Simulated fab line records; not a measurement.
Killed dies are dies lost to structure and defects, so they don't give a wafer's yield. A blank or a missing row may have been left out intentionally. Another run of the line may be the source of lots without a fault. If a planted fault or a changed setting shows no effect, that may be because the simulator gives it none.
fab line records -- flow n5_finfet
[record] lots = 7, wafers = 21
route steps=1938 shown MOL_CONTACT_COAG@559 BEOL_M0_SAQP@636 BEOL_M1@753 BEOL_M3@938 BEOL_M4@1047
start_h: the number of hours between the record's first day and the start of the first shown wafer of the lot -- wait_h: hours elapsed since this lot's preceding step -- " same as the row above -- L1.1+2: a row that stands for several wafers -- - either no value or no given start -- * or withheld: withheld -- < > ~ a bound
route shown NAME@n: a module of which the file shows steps, and the number in the route of the first -- usual: the fault-free wafers' mean and standard deviation -- same: alike in all rows -- chamber/n: place in a boat -- sites: readings site by site -- _std_site: how widely they spread, as a standard deviation -- _edge_site: the outer-site mean with the inner-site mean subtracted -- radius_mm: for every site, how far away it sits from the centre of the wafer -- mask NAME#n: copy n -- behind: tool/chamber where the wafer was last shaped -- hold: reason for holding the lot/hours on hold/outcome of the hold -- device: names the non-switching transistor (n, p or np) -- end of line: the tests these same wafers got at the end of their route -- a step given without rows: its recipe and nothing more -- killed: not the wafer's yield, but the dies lost to structure and defects at the first sort -- map: a wafer's dies, x killed, . not, _ none there
set.NAME: the setting the step ran with; set.NAME@STEP: the setting that earlier step ran with -- model.NAME: the simulator's own value behind a step, which no gauge read
lots with deliberately changed settings; one table per step, one row per wafer
[[steps]]
[step N5_MOL_CONTACT_COAG_ALD_27]
[recipe] material = SiOC, target_thk_a = 170, temp_c = 400, ald_precursor_family = carbosiloxane, ald_co_reactant = H2-plasma, pulse_time_s = 1.5, time_s = 2720, purge_time_s = 2, co_reactant_purge_time_s = 2, ald_cycles = 340, pressure_torr = 2
lot.wafer,tool,chamber,start_h,wait_h,set.ald_cycles,model.SiOC_of_MOL_CONTACT_COAG_ALD_27.thk_nm
L074.1,ald_sin-02,2,104.06,2.2,340,17
L074.3,ald_sin-02,0,104.06,2.2,287,14.2
L074.5,ald_sin-02,1,104.06,2.2,287,14.4
L078.1,ald_sin-01,2,120.27,0.1,307,15.4
L078.2+5,ald_sin-01,"3,2",120.27,0.1,340,17
L080.1+4,ald_sin-03,"2,0",134.56,0.1,371,18.6
L080.3,ald_sin-03,3,134.56,0.1,371,18.4
L086.1,ald_sin-02,2,171.90,0.4,340,17.2
L086.3,ald_sin-02,0,171.90,0.4,364,18.2
L086.4,ald_sin-02,3,171.90,0.4,340,17
L087.1+3,ald_sin-02,"2,1",179.21,0.0,340,17.2
L087.2,ald_sin-02,3,179.21,0.0,340,17
L088.1,ald_sin-01,2,181.75,0.0,340,17
L088.2+3,ald_sin-01,"0,1",181.75,0.0,388,19.4
L096.2,ald_sin-02,2,225.16,0.0,340,17
L096.3,ald_sin-02,0,225.16,0.0,365,18.2
L096.6,ald_sin-02,1,225.16,0.0,365,18.4
[step N5_BEOL_M0_SAQP_PECVD_96]
[recipe] material = a-Si, target_thk_a = 450, temp_c = 350, precursor = SiH4/He, pressure_torr = 3, rf_w = 100, time_s = 45.2
lot.wafer,tool,chamber,start_h,wait_h,set.time_s,model.a-Si_of_BEOL_M0_SAQP_PECVD_96.thk_nm
L074.1,pecvd-03,0,114.79,0.0,45.2,44.8
L074.3,pecvd-03,1,114.79,0.0,45.2,44
L074.5,pecvd-03,1,114.79,0.0,50.65,49.8
L078.1,pecvd-04,2,133.75,0.0,39.03,39.2
L078.2,pecvd-04,1,133.75,0.0,39.03,38.8
L078.5,pecvd-04,1,133.75,0.0,45.2,45.8
L080.1,pecvd-04,1,146.21,0.0,45.2,45.4
L080.3,pecvd-04,2,146.21,0.0,45.2,45.6
L080.4,pecvd-04,2,146.21,0.0,45.2,45.8
L086.1,pecvd-04,2,184.00,0.0,45.2,45.8
L086.3,pecvd-04,0,184.00,0.0,40.87,41.4
L086.4,pecvd-04,2,184.00,0.0,45.2,46
L087.1,pecvd-01,0,190.96,0.0,45.2,44.2
L087.2+3,pecvd-01,"2,1",190.96,0.0,45.2,44.6
L088.1+3,pecvd-04,"1,2",192.86,0.0,47.79,47.2
L088.2,pecvd-04,0,192.86,0.0,45.2,44.4
L096.2,pecvd-04,0,237.50,0.0,45.2,44.6
L096.3,pecvd-04,1,237.50,0.0,48.81,48.6
L096.6,pecvd-04,2,237.50,0.0,45.2,45.4
[step N5_BEOL_M0_SAQP_COAT_08]
[recipe] resist = CAR-ArF, spin_rpm = 1500, resist_thk_nm = 90
lot.wafer,tool,chamber,start_h,wait_h,set.spin_rpm,model.CAR-ArF_of_BEOL_M0_SAQP_COAT_08.thk_nm
L074.1,litho_track-01,0,-,-,1545,89
L074.3+5,litho_track-01,0,-,-,1500,90.4
L078.1,litho_track-02,0,-,-,1353,94.6
L078.2,litho_track-02,0,-,-,1500,89.8
L078.5,litho_track-02,0,-,-,1500,90
L080.1,litho_track-02,0,-,-,1337,95.4
L080.3,litho_track-02,0,-,-,1500,90
L080.4,litho_track-02,0,-,-,1500,89.8
L086.1,litho_track-01,0,-,-,1500,90.8
L086.3,litho_track-01,0,-,-,1500,90.6
L086.4,litho_track-01,0,-,-,1412,93.4
L087.1+2,litho_track-05,0,-,-,1500,90.4
L087.3,litho_track-05,0,-,-,1500,90.6
L088.1,litho_track-05,0,-,-,1500,90.4
L088.2,litho_track-05,0,-,-,1500,90.2
L088.3,litho_track-05,0,-,-,1500,90
L096.2+3,litho_track-01,0,-,-,1342,95.6
L096.6,litho_track-01,0,-,-,1500,90.2
[step N5_BEOL_M0_SAQP_EBR_10]
[recipe] solvent = PGMEA, ebr_width_mm = 1.5
[step N5_BEOL_M0_SAQP_SOFTBAKE_09]
[recipe] temp_c = 110, time_s = 60, resist = CAR-ArF
[step N5_BEOL_M0_SAQP_DESCUM_19]
[recipe] chemistry = O2, time_s = 7.9, source_power_w = 50, bias_power_w = 20, pressure_mtorr = 20, rf_frequency_hz = 2.712e+07, temp_c = 40, resist = CAR-ArF, o2_flow_sccm = 225
lot.wafer,tool,chamber,start_h,wait_h,set.spin_rpm@BEOL_M0_SAQP_COAT_08,model.CAR-ArF_of_BEOL_M0_SAQP_COAT_08.thk_nm
L074.1,rie_diel-03,3,115.54,0.0,1545,82.4
L074.3+5,rie_diel-03,2,115.54,0.0,1500,84
L078.1,rie_diel-06,2,134.76,0.3,1353,88
L078.2+5,rie_diel-06,3,134.76,0.3,1500,83.4
L080.1,rie_diel-01,2,147.26,0.3,1337,88.6
L080.3,rie_diel-01,3,147.26,0.3,1500,83.6
L080.4,rie_diel-01,0,147.26,0.3,1500,83.2
L086.1,rie_diel-06,3,184.75,0.0,1500,84.2
L086.3,rie_diel-06,0,184.75,0.0,1500,84
L086.4,rie_diel-06,1,184.75,0.0,1412,86.8
L087.1+2,rie_diel-06,"2,1",191.71,0.0,1500,83.8
L087.3,rie_diel-06,3,191.71,0.0,1500,84
L088.1,rie_diel-01,0,193.61,0.0,1500,83.8
L088.2+3,rie_diel-01,"1,3",193.61,0.0,1500,83.6
L096.2,rie_diel-01,0,238.25,0.0,1342,89
L096.3,rie_diel-01,2,238.25,0.0,1342,88.8
L096.6,rie_diel-01,2,238.25,0.0,1500,83.6
[step N5_BEOL_M0_SAQP_ETCH_83]
[recipe] chemistry = CF4, target = SiARC, target_depth_a = 390, mask_material = CAR-ArF, time_s = 65, ion_energy_ev = 80, pressure_mtorr = 40, source_w = 545, bias_w = 36, Ar_flow_sccm = 100, cf4_flow_sccm = 100, ends = cleared
[step N5_BEOL_M0_SAQP_ETCH_84]
[recipe] chemistry = N2/H2, target = SOC, target_depth_a = 1000, overetch_a = 200, mask_material = SiARC, temp_c = 40, time_s = 150, ion_energy_ev = 200, pressure_mtorr = 30, source_w = 840, bias_w = 150, n2_flow_sccm = 200, h2_flow_sccm = 200
[step N5_BEOL_M0_SAQP_ETCH_101]
[recipe] chemistry = CH3F/O2, target = SiNx, mask_material = SiO2, target_depth_a = 299, time_s = 42.7, pressure_mtorr = 30, source_w = 395, bias_w = 73, Ar_flow_sccm = 150, CH3F_flow_sccm = 30, O2_flow_sccm = 20, ion_energy_ev = 120
[step N5_BEOL_M0_SAQP_ETCH_102]
[recipe] chemistry = CF4, target = SiO2, target_depth_a = 40, ion_energy_ev = 350, time_s = 4.4, pressure_mtorr = 10, icp_w = 800, bias_w = 400, cf4_flow_sccm = 80
[step N5_BEOL_M0_SAQP_MANDREL_ETCH_103]
[recipe] chemistry = HBr/Cl2, target = a-Si, target_depth_a = 450, bt_time_s = 10, stop_on = SiCN, mask_material = SiO2, over_etch_frac = 0.8, time_s = 27, pressure_mtorr = 10, icp_w = 800, bias_w = 75, HBr_flow_sccm = 150, Cl2_flow_sccm = 80, ends = end_point
[usual] oes_product_au = 0.687/0.01
lot.wafer,tool,chamber,start_h,wait_h,set.time_s@BEOL_M0_SAQP_PECVD_96,oes_product_au,model.etch.depth_nm
L074.1,rie_si-05,1,117.30,0.0,45.2,0.694,44.82
L074.3,rie_si-05,3,117.30,0.0,45.2,0.662,44.04
L074.5,rie_si-05,2,117.30,0.0,50.65,0.726,49.79
L078.1,rie_si-02,0,136.57,0.0,39.03,0.627,39.16
L078.2,rie_si-02,2,136.57,0.0,39.03,0.617,38.73
L078.5,rie_si-02,0,136.57,0.0,45.2,0.692,45.81
L080.1,rie_si-05,0,149.00,0.0,45.2,0.681,45.39
L080.3,rie_si-05,1,149.00,0.0,45.2,0.692,45.64
L080.4,rie_si-05,1,149.00,0.0,45.2,0.700,45.9
L086.1,rie_si-05,1,187.18,0.0,45.2,0.701,45.84
L086.3,rie_si-05,2,187.18,0.0,40.87,0.663,41.31
L086.4,rie_si-05,3,187.18,0.0,45.2,0.682,46.1
L087.1,rie_si-06,1,193.50,0.0,45.2,0.673,44.19
L087.2,rie_si-06,0,193.50,0.0,45.2,0.696,44.63
L087.3,rie_si-06,2,193.50,0.0,45.2,0.687,44.58
L088.1,rie_si-05,3,195.63,0.0,47.79,0.688,47.23
L088.2,rie_si-05,1,195.63,0.0,45.2,0.681,44.35
L088.3,rie_si-05,2,195.63,0.0,47.79,0.706,47.22
L096.2,rie_si-06,1,240.12,0.0,45.2,0.674,44.66
L096.3,rie_si-06,3,240.12,0.0,48.81,0.720,48.51
L096.6,rie_si-06,0,240.12,0.0,45.2,0.705,45.45
[step N5_BEOL_M1_PECVD_72]
[recipe] material = SiO2, target_thk_a = 160, temp_c = 400, precursor = TEOS/O2, pressure_torr = 5.5, rf_w = 450, teos_flow_sccm = 53.8, gas = O2, flow_sccm = 3000, time_s = 18
lot.wafer,tool,chamber,start_h,wait_h,set.time_s,model.SiO2_of_BEOL_M1_PECVD_72.thk_nm
L074.1,pecvd-01,0,124.57,0.0,19.07,16.4
L074.3,pecvd-01,2,124.57,0.0,19.07,16.6
L074.5,pecvd-01,1,124.57,0.0,18,16
L078.1,pecvd-02,0,144.39,0.0,18,16
L078.2,pecvd-02,2,144.39,0.0,19.42,17.4
L078.5,pecvd-02,0,144.39,0.0,18,16.6
L080.1+3,pecvd-02,"2,0",156.99,0.0,19.32,17
L080.4,pecvd-02,2,156.99,0.0,18,16
L086.1+3,pecvd-03,"1,0",197.63,0.0,15.4,13.6
L086.4,pecvd-03,2,197.63,0.0,15.4,13.8
L087.1,pecvd-02,2,205.31,0.0,18,16
L087.2+3,pecvd-02,"1,0",205.31,0.0,18,15.8
L088.1,pecvd-03,1,205.34,0.0,15.48,13.6
L088.2,pecvd-03,0,205.34,0.0,15.48,13.8
L088.3,pecvd-03,2,205.34,0.0,15.48,14
L096.2,pecvd-03,0,250.15,0.0,18,15.6
L096.3,pecvd-03,2,250.15,0.0,16.09,13.8
L096.6,pecvd-03,2,250.15,0.0,18,15.8
[step N5_BEOL_M1_HM_DEP_02]
[recipe] material = TiN, target_thk_a = 200, temp_c = 25, chamber_pressure_pa = 0.49996
lot.wafer,tool,chamber,start_h,wait_h,set.target_thk_a,model.TiN_of_BEOL_M1_HM_DEP_02.thk_nm
L074.1+3+5,pvd_sputter-02,-,125.32,0.7,200,20
L078.1+2,pvd_sputter-03,-,146.07,1.7,200,20
L078.5,pvd_sputter-03,-,146.07,1.7,200,20.2
L080.1+4,pvd_sputter-02,-,157.19,0.2,190,19
L080.3,pvd_sputter-02,-,157.19,0.2,200,20.2
L086.1,pvd_sputter-02,-,199.60,1.9,200,20.2
L086.3,pvd_sputter-02,-,199.60,1.9,200,20
L086.4,pvd_sputter-02,-,199.60,1.9,200,20.4
L087.1,pvd_sputter-02,-,206.93,1.6,200,20.2
L087.2,pvd_sputter-02,-,206.93,1.6,200,20
L087.3,pvd_sputter-02,-,206.93,1.6,200,20.4
L088.1,pvd_sputter-02,-,207.03,1.7,216.7,22
L088.2,pvd_sputter-02,-,207.03,1.7,200,20
L088.3,pvd_sputter-02,-,207.03,1.7,216.7,21.8
L096.2+3+6,pvd_sputter-01,-,251.75,1.6,200,20.4
[step N5_BEOL_M1_COAT_61]
[recipe] resist = SOC, temp_c = 250, time_s = 60, spin_rpm = 1500, resist_thk_nm = 60
[step N5_BEOL_M1_COAT_62]
[recipe] resist = SiARC, temp_c = 220, time_s = 60, spin_rpm = 1500, resist_thk_nm = 12
[step N5_BEOL_M1_STRIP_75]
[recipe] chemistry = N2/H2, temp_c = 40, n2_flow_sccm = 200, h2_flow_sccm = 200, rf_frequency_hz = 6e+07
[step N5_BEOL_M1_STRIP_66]
[recipe] chemistry = CF4, resist = SiARC, power_w = 300, bias_power_w = 75, pressure_mtorr = 50, cf4_flow_sccm = 150, rf_frequency_hz = 6e+07
[step N5_BEOL_M1_HM_OPEN_17]
[recipe] chemistry = Cl2/BCl3, target_depth_a = 200, overetch_a = 60, target = TiN, mask_material = SOC, ion_energy_ev = 150, pressure_mtorr = 10, icp_w = 1000, bias_w = 126, Cl2_flow_sccm = 53.25, bcl3_flow_sccm = 21.75, Ar_flow_sccm = 25
lot.wafer,tool,chamber,start_h,wait_h,set.target_thk_a@BEOL_M1_HM_DEP_02,model.etch.depth_nm
L074.1,rie_metal-02,0,126.08,0.0,200,19.92
L074.3+5,rie_metal-02,0,126.08,0.0,200,19.99
L078.1,rie_metal-03,1,146.84,0.0,200,19.93
L078.2,rie_metal-03,0,146.84,0.0,200,20.06
L078.5,rie_metal-03,1,146.84,0.0,200,20.12
L080.1+4,rie_metal-03,"0,1",158.23,0.0,190,19.03
L080.3,rie_metal-03,0,158.23,0.0,200,20.22
L086.1,rie_metal-03,1,200.38,0.0,200,20.15
L086.3,rie_metal-03,0,200.38,0.0,200,19.97
L086.4,rie_metal-03,1,200.38,0.0,200,20.34
L087.1,rie_metal-01,1,207.98,0.0,200,20.11
L087.2,rie_metal-01,0,207.98,0.0,200,20.07
L087.3,rie_metal-01,0,207.98,0.0,200,20.47
L088.1,rie_metal-02,1,208.00,0.0,216.7,21.95
L088.2,rie_metal-02,0,208.00,0.0,200,20.05
L088.3,rie_metal-02,1,208.00,0.0,216.7,21.81
L096.2,rie_metal-02,1,252.64,0.0,200,20.4
L096.3,rie_metal-02,0,252.64,0.0,200,20.35
L096.6,rie_metal-02,1,252.64,0.0,200,20.47
[step N5_BEOL_M1_STRIP_19]
[recipe] chemistry = O2, power_w = 400, temp_c = 40, pressure_mtorr = 30, rf_frequency_hz = 6e+07, bias_power_w = 0, overash_fraction = 0.2, o2_flow_sccm = 225
[step N5_BEOL_M1_STRIP_83]
[recipe] chemistry = C4F6/O2, resist = SiARC, rf_frequency_hz = 6e+07
[step N5_BEOL_M1_STRIP_36]
[recipe] chemistry = N2/H2, power_w = 450, temp_c = 40, pressure_mtorr = 20, rf_frequency_hz = 6e+07, overash_fraction = 0.3, bias_power_w = 7, h2_frac = 0.5, n2_flow_sccm = 200, h2_flow_sccm = 200
[step N5_BEOL_M1_TRENCH_ETCH_37]
[recipe] chemistry = C4F6/O2, target_depth_a = 552.07, target = SiOC, time_s = 29, ion_energy_ev = 250, pressure_mtorr = 30, source_w = 355, bias_w = 185, Ar_flow_sccm = 300, C4F6_flow_sccm = 10, O2_flow_sccm = 10
lot.wafer,tool,chamber,start_h,wait_h,set.target_thk_a@BEOL_M1_HM_DEP_02,model.TiN_of_BEOL_M1_HM_DEP_02.thk_nm
L074.1+3+5,rie_diel-01,"0,1,1",-,-,200,17.6
L078.1,rie_diel-01,1,-,-,200,17.6
L078.2+5,rie_diel-01,"2,1",-,-,200,17.8
L080.1+4,rie_diel-01,"2,3",-,-,190,16.6
L080.3,rie_diel-01,1,-,-,200,17.8
L086.1+4,rie_diel-03,"1,3",-,-,200,18
L086.3,rie_diel-03,0,-,-,200,17.6
L087.1+2,rie_diel-06,"2,0",-,-,200,17.8
L087.3,rie_diel-06,3,-,-,200,18.2
L088.1+3,rie_diel-03,"2,1",-,-,216.7,19.6
L088.2,rie_diel-03,3,-,-,200,17.8
L096.2+6,rie_diel-01,0,-,-,200,18.2
L096.3,rie_diel-01,2,-,-,200,18
[step N5_BEOL_M3_COAT_05]
[recipe] resist = CAR-EUV, spin_rpm = 1500, resist_thk_nm = 30
lot.wafer,tool,chamber,start_h,wait_h,set.spin_rpm,model.CAR-EUV_of_BEOL_M3_COAT_05.thk_nm
L074.1,litho_track-05,0,-,-,1582,29.2
L074.3+5,litho_track-05,0,-,-,1500,30
L078.1+2,litho_track-05,0,-,-,1500,30
L078.5,litho_track-05,0,-,-,1440,30.8
L080.1,litho_track-05,0,-,-,1386,31.2
L080.3+4,litho_track-05,0,-,-,1500,30
L086.1,litho_track-05,0,-,-,1500,30
L086.3+4,litho_track-05,0,-,-,1635,28.8
L087.1+2+3,litho_track-05,0,-,-,1500,30
L088.1,litho_track-04,0,-,-,1500,30
L088.2,litho_track-04,0,-,-,1664,28.4
L088.3,litho_track-04,0,-,-,1500,29.8
L096.2,litho_track-03,0,-,-,1418,30.6
L096.3,litho_track-03,0,-,-,1418,30.8
L096.6,litho_track-03,0,-,-,1500,29.8
[step N5_BEOL_M3_EBR_07]
[recipe] solvent = PGMEA, ebr_width_mm = 1.5
[step N5_BEOL_M3_SOFTBAKE_06]
[recipe] temp_c = 110, time_s = 60, resist = CAR-EUV
[step N5_BEOL_M3_EXPOSE_08]
[recipe] mask_id = M3, na = 0.33, source_shape = dipole, sigma_inner = 0.369, sigma_outer = 0.767, polarization = unpolarized, dose_mj = 33
[step N5_BEOL_M3_PEB_09]
[recipe] peb_temp_c = 100, peb_time_s = 60, resist = CAR-EUV
[step N5_BEOL_M3_DEVELOP_10]
[recipe] develop_time_s = 30, developer = TMAH, resist = CAR-EUV, rinse_liquid = surfactant_rinse, dry = air_spin, dev_temp_c = 23
lot.wafer,tool,chamber,start_h,wait_h,set.spin_rpm@BEOL_M3_COAT_05,model.CAR-EUV_of_BEOL_M3_COAT_05.thk_nm
L074.1,litho_track-04,0,-,-,1582,28.8
L074.3+5,litho_track-04,0,-,-,1500,29.6
L078.1+2,litho_track-05,0,-,-,1500,29.6
L078.5,litho_track-05,0,-,-,1440,30.2
L080.1,litho_track-05,0,-,-,1386,30.6
L080.3+4,litho_track-05,0,-,-,1500,29.6
L086.1,litho_track-04,0,-,-,1500,29.6
L086.3+4,litho_track-04,0,-,-,1635,28.4
L087.1+2+3,litho_track-05,0,-,-,1500,29.6
L088.1,litho_track-04,0,-,-,1500,29.6
L088.2,litho_track-04,0,-,-,1664,28
L088.3,litho_track-04,0,-,-,1500,29.4
L096.2,litho_track-03,0,-,-,1418,30.2
L096.3,litho_track-03,0,-,-,1418,30.4
L096.6,litho_track-03,0,-,-,1500,29.4
[step N5_BEOL_M4_COAT_67]
[recipe] resist = SOC, temp_c = 250, time_s = 60, spin_rpm = 1500, resist_thk_nm = 60
lot.wafer,tool,chamber,start_h,wait_h,set.spin_rpm,model.SOC_of_BEOL_M4_COAT_67.thk_nm
L074.1+3,litho_track-02,0,157.50,0.0,1500,60.4
L074.5,litho_track-02,0,157.50,0.0,1500,60.6
L078.1+5,litho_track-02,0,187.91,0.0,1549,59.2
L078.2,litho_track-02,0,187.91,0.0,1500,60
L080.1+3,litho_track-02,0,190.01,0.0,1456,61.2
L080.4,litho_track-02,0,190.01,0.0,1500,60.4
L086.1,litho_track-02,0,235.14,0.0,1500,60
L086.3,litho_track-02,0,235.14,0.0,1500,60.2
L086.4,litho_track-02,0,235.14,0.0,1500,60.4
L087.1,litho_track-02,0,239.14,0.0,1500,60
L087.2+3,litho_track-02,0,239.14,0.0,1500,60.2
L088.1+3,litho_track-01,0,241.98,0.0,1667,57.2
L088.2,litho_track-01,0,241.98,0.0,1500,60.4
L096.2,litho_track-01,0,289.54,0.0,1500,60.2
L096.3+6,litho_track-01,0,289.54,0.0,1400,62.2
[[key]]
[split] step = N5_MOL_CONTACT_COAG_ALD_27, setting = ald_cycles, stated = 340, by = wafer
[response] step = N5_MOL_CONTACT_COAG_ALD_27, reading = model.SiOC_of_MOL_CONTACT_COAG_ALD_27.thk_nm, change = +0.17, per = 1%, r = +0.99
[split] step = N5_BEOL_M0_SAQP_PECVD_96, setting = time_s, stated = 45.2, by = wafer
[response] step = N5_BEOL_M0_SAQP_PECVD_96, reading = model.a-Si_of_BEOL_M0_SAQP_PECVD_96.thk_nm, change = +0.473, per = 1%, r = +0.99
[response] step = N5_BEOL_M0_SAQP_MANDREL_ETCH_103, reading = oes_product_au, change = +0.00413, per = 1%, r = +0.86
[response] step = N5_BEOL_M0_SAQP_MANDREL_ETCH_103, reading = model.etch.depth_nm, change = +0.475, per = 1%, r = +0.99
[split] step = N5_BEOL_M0_SAQP_COAT_08, setting = spin_rpm, stated = 1500, by = wafer
[response] step = N5_BEOL_M0_SAQP_COAT_08, reading = model.CAR-ArF_of_BEOL_M0_SAQP_COAT_08.thk_nm, change = -0.496, per = 1%, r = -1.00
[response] step = N5_BEOL_M0_SAQP_DESCUM_19, reading = model.CAR-ArF_of_BEOL_M0_SAQP_COAT_08.thk_nm, change = -0.483, per = 1%, r = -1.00
[split] step = N5_BEOL_M1_PECVD_72, setting = time_s, stated = 18, by = wafer
[response] step = N5_BEOL_M1_PECVD_72, reading = model.SiO2_of_BEOL_M1_PECVD_72.thk_nm, change = +0.148, per = 1%, r = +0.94
[split] step = N5_BEOL_M1_HM_DEP_02, setting = target_thk_a, stated = 200, by = wafer
[response] step = N5_BEOL_M1_HM_DEP_02, reading = model.TiN_of_BEOL_M1_HM_DEP_02.thk_nm, change = +0.231, per = 1%, r = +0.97
[response] step = N5_BEOL_M1_HM_OPEN_17, reading = model.etch.depth_nm, change = +0.225, per = 1%, r = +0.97
[response] step = N5_BEOL_M1_TRENCH_ETCH_37, reading = model.TiN_of_BEOL_M1_HM_DEP_02.thk_nm, change = +0.222, per = 1%, r = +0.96
[split] step = N5_BEOL_M3_COAT_05, setting = spin_rpm, stated = 1500, by = wafer
[response] step = N5_BEOL_M3_COAT_05, reading = model.CAR-EUV_of_BEOL_M3_COAT_05.thk_nm, change = -0.146, per = 1%, r = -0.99
[response] step = N5_BEOL_M3_DEVELOP_10, reading = model.CAR-EUV_of_BEOL_M3_COAT_05.thk_nm, change = -0.139, per = 1%, r = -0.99
[split] step = N5_BEOL_M4_COAT_67, setting = spin_rpm, stated = 1500, by = wafer
[response] step = N5_BEOL_M4_COAT_67, reading = model.SOC_of_BEOL_M4_COAT_67.thk_nm, change = -0.287, per = 1%, r = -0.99
